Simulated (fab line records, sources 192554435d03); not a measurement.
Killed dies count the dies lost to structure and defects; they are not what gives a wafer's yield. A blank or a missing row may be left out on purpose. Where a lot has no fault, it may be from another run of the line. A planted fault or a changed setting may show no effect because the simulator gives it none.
Which tool did it? -- flow n5-finfet -- route of 1938 steps, sampled at 1 step: 12 lots, 36 wafers

== WHAT THE GAUGES SHOWED, per wafer ==
N5_BEOL_M10_OVL_MEAS_29.
lot,measured,on,V9_OVL (nm)
L074,day 11 02:41,overlay-02,-0.3 0.4 0.7
L080,day 11 20:36,overlay-01,0.3 0.1 1.3
L078,day 12 03:23,overlay-01,-0.4 0.4 0.0
L081,day 13 05:53,overlay-01,0.1 0.4 -0.3
L083,day 14 01:39,overlay-02,1.6 0.4 0.8
L086,day 14 19:11,overlay-02,-0.3 -0.1 0.4
L088,day 15 02:28,overlay-01,-0.4 0.3 0.1
L087,day 15 09:08,overlay-02,-0.3 -0.5 -0.2
L091,day 15 23:17,overlay-02,-0.1 -1.2 -0.7
L092,day 16 09:23,overlay-02,0.2 -0.2 0.2
L094,day 16 10:05,overlay-01,-0.1 1.7 0.8
L097,day 18 08:17,overlay-02,0.2 -0.5 0.5

== TOOL THAT RAN EACH LOT (tool first, then ch and the chambers of the sampled wafers, then the start) ==
There is no process step in the record ahead of these readings.

== THE ANSWER, worked out from the rows above alone ==
Rule: usual is defined by the lots themselves. Put in order of their means at a reading, lots are off if they are a third of the lots or fewer, leave a main group of 4 or more, and stand apart from it by a gap of 3 or more times the standard deviation of the main group's means; of several such gaps the widest counts. Not used: any main group whose means are identical at the precision the tables above print for the reading. Also off: a lot with no number at a reading for which 4 or more lots have one. Any other lot the step has rows for is counted as sound.
None of the lots is off at any reading shown; this tells nothing.

== WHAT WAS PUT IN BY THE SIMULATOR ==
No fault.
